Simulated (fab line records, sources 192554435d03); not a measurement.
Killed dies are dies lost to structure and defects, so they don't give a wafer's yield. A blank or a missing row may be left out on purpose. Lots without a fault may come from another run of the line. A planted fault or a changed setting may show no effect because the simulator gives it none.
Tool commonality check | flow n5_finfet | 10 lots, 29 wafers sampled

WHY IT WAS OPENED
At N5_BEOL_M7_CD_MEAS_28 the reading cd_nm is flagged on 2 of 10 lots. Wafers without a fault read 40.04 nm, standard deviation 0.25.
Rule: a lot is flagged when every wafer of it that has a number lies more than 4 standard deviations from that mean, or none has a number. The other lots count as sound.

lot  | measured     | on        | cd_nm (nm), wafer by wafer | flag
L703 | day 8 21:58  | cd_sem-01 | 39.65 40.13 40.08          |
L704 | day 9 07:26  | cd_sem-03 | 40.15 40.28 40.00          |
L705 | day 9 18:34  | cd_sem-01 | 39.64 40.04                |
L712 | day 11 10:37 | cd_sem-02 | 41.75 42.00 42.14          | FLAGGED
L717 | day 12 21:52 | cd_sem-01 | 39.87 40.15 39.85          |
L713 | day 12 22:14 | cd_sem-01 | 40.22 40.09 40.20          |
L716 | day 12 22:24 | cd_sem-03 | 42.03 41.38 42.00          | FLAGGED
L719 | day 13 00:55 | cd_sem-03 | 40.13 39.80 39.82          |
L720 | day 14 00:53 | cd_sem-02 | 40.47 39.97 40.16          |
L723 | day 15 03:32 | cd_sem-03 | 39.96 39.82 39.78          |
The numbers of the flagged lots are 41.88 nm on average: +1.84 nm against the usual, or +7 standard deviations.

WHICH TOOL RAN EACH LOT
The record holds 2 process steps before the reading, out of a route of 1938 steps. In each cell: the tool, then ch and the chambers that the sampled wafers went through, then the start.
lot  | flag    | N5_BEOL_M7_ETCH_62                 | N5_BEOL_M7_EXPOSE_25
L703 |         | rie_diel-02 ch 2,3, day 8 21:06    | euv_scanner-02 ch 0, day 8 21:50
L704 |         | rie_diel-06 ch 0,2, day 9 01:03    | euv_scanner-01 ch 0, day 9 07:19
L705 |         | rie_diel-06 ch 0,1, day 9 16:50    | euv_scanner-01 ch 0, day 9 18:27
L712 | FLAGGED | rie_diel-04 ch 1,2,3, day 11 07:20 | euv_scanner-01 ch 0, day 11 10:28
L717 |         | rie_diel-04 ch 0,2, day 12 20:41   | euv_scanner-02 ch 0, day 12 21:44
L713 |         | rie_diel-04 ch 0,2, day 12 20:19   | euv_scanner-02 ch 0, day 12 22:07
L716 | FLAGGED | rie_diel-06 ch 0,2, day 12 20:30   | euv_scanner-01 ch 0, day 12 22:16
L719 |         | rie_diel-04 ch 0,1,3, day 12 23:58 | euv_scanner-02 ch 0, day 13 00:48
L720 |         | rie_diel-04 ch 2,3, day 13 22:17   | euv_scanner-02 ch 0, day 14 00:46
L723 |         | rie_diel-04 ch 0,2,3, day 14 23:29 | euv_scanner-02 ch 0, day 15 03:25
What these steps do:
- N5_BEOL_M7_ETCH_62: etches SOC in N2/H2, target depth 110 nm, overetch 22 nm, time 165 s.
- N5_BEOL_M7_EXPOSE_25: exposes mask V6, target cd 40 nm.
- N5_BEOL_M7_CD_MEAS_28: target cd 40 nm.

FLAGGED OVER TOTAL, TOOL BY TOOL (the gauges that took the reading come last)
step                  | tool           | lots run | flagged | share of the flagged lots | sound lots run after its first flagged lot
N5_BEOL_M7_ETCH_62    | rie_diel-02    | 1        | 0       | none                      | -
N5_BEOL_M7_ETCH_62    | rie_diel-04    | 6        | 1       | some                      | 5 (L713,L717,L719,L720,L723)
N5_BEOL_M7_ETCH_62    | rie_diel-06    | 3        | 1       | some                      | 0
N5_BEOL_M7_EXPOSE_25  | euv_scanner-01 | 4        | 2       | all                       | 0
N5_BEOL_M7_EXPOSE_25  | euv_scanner-02 | 6        | 0       | none                      | -
N5_BEOL_M7_CD_MEAS_28 | cd_sem-01      | 4        | 0       | none                      | -
N5_BEOL_M7_CD_MEAS_28 | cd_sem-02      | 2        | 1       | some                      | 1 (L720)
N5_BEOL_M7_CD_MEAS_28 | cd_sem-03      | 4        | 1       | some                      | 2 (L719,L723)

WHAT THE TABLE ALLOWS
1 row of the table ran every flagged lot: euv_scanner-01 at N5_BEOL_M7_EXPOSE_25.
- euv_scanner-01 at N5_BEOL_M7_EXPOSE_25: 2 of its 4 lots flagged. Its last sound lot is L705 (day 9 18:27), its first flagged lot L712 (day 11 10:28): a fault that began between those two fits. Its own readings lie more than 4 standard deviations out on every wafer of the flagged lots: exposure_dose_mJ_cm2.
One tool is left: euv_scanner-01 at N5_BEOL_M7_EXPOSE_25.

WHAT THE SIMULATOR HAD PUT IN
Process parameter drift: euv_scanner-01, from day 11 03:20 on, at N5_BEOL_M7_EXPOSE_25. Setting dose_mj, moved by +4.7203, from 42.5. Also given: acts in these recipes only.
Lots struck among those shown: L712, L716. The rule above found the same.
